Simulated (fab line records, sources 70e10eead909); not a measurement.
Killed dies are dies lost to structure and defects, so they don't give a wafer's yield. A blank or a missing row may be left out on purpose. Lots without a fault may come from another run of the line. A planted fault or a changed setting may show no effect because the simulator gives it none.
Chamber matching | flow nand_harc | NHARC_P_M0_STRIP_18 on rie_diel-03: 4 sister chambers
The step strips in N2/H2. 14 wafers are shown with their chamber, then 7 later ones without.

WAFERS WITH THEIR CHAMBER
wafer  | chamber | showerhead_plenum_p_Torr (Torr) | rf_vpp_V (V) | oes_product_au (a.u.)
L902.1 | 2       | 1.91                            | 89.7         | 0.992
L902.4 | 1       | 1.92                            | 90.0         | 1.000
L902.6 | 1       | 1.92                            | 89.8         | 1.004
L904.1 | 3       | 2.21                            | 91.7         | 0.994
L904.2 | 0       | 1.99                            | 89.2         | 0.985
L904.3 | 2       | 1.91                            | 89.5         | 1.002
L907.1 | 3       | 2.21                            | 91.8         | 1.000
L907.2 | 1       | 1.91                            | 89.8         | 1.004
L907.6 | 2       | 1.91                            | 90.3         | 1.008
L915.3 | 2       | 1.91                            | 89.9         | 0.996
L915.4 | 0       | 1.98                            | 90.9         | 0.986
L915.5 | 2       | 1.91                            | 91.1         | 0.995
L916.1 | 3       | 2.21                            | 91.4         | 0.981
L916.3 | 2       | 1.91                            | 90.1         | 0.991

SIGNATURES (means of the wafers above)
reading                  | chamber 0 | chamber 1 | chamber 2 | chamber 3 | scatter within a chamber
showerhead_plenum_p_Torr | 1.9850    | 1.9167    | 1.9100    | 2.2100    | 0.00342
rf_vpp_V                 | 90.050    | 89.867    | 90.100    | 91.633    | 0.562
oes_product_au           | 0.98550   | 1.00267   | 0.99733   | 0.99167   | 0.00641
Rule: a wafer's distance from a chamber is the root of the sum, over the readings, of the square of ((its reading less the chamber's mean) divided by the reading's scatter). The wafer belongs to the nearest chamber; if the next one is less than 2 further off, it can't be placed. The scatter: the root of (the sum of the squares of (reading less its chamber's mean) over the shown wafers, divided by (wafers less chambers)).

WAFERS WITHOUT THEIR CHAMBER
wafer  | showerhead_plenum_p_Torr (Torr) | rf_vpp_V (V) | oes_product_au (a.u.)
L916.4 | 1.98                            | 90.1         | 1.001
L919.2 | 1.91                            | 88.9         | 1.001
L919.4 | 1.91                            | 90.0         | 0.995
L919.6 | 1.91                            | 90.8         | 1.004
L920.3 | 1.98                            | 89.7         | 1.002
L920.4 | 1.91                            | 90.4         | 1.005
L920.6 | 1.98                            | 89.9         | 1.003

WHICH CHAMBER EACH WENT THROUGH
wafer  | from the rows above     | in truth
L916.4 | 0                       | 0
L919.2 | can't be placed: 2 or 1 | 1
L919.4 | can't be placed: 2 or 1 | 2
L919.6 | can't be placed: 2 or 1 | 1
L920.3 | 0                       | 0
L920.4 | can't be placed: 2 or 1 | 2
L920.6 | 0                       | 0
Placed correctly: 3 of 7. Can't be placed from these rows: 4 (the true chamber is among the candidates in 4). Placed wrongly: 0.
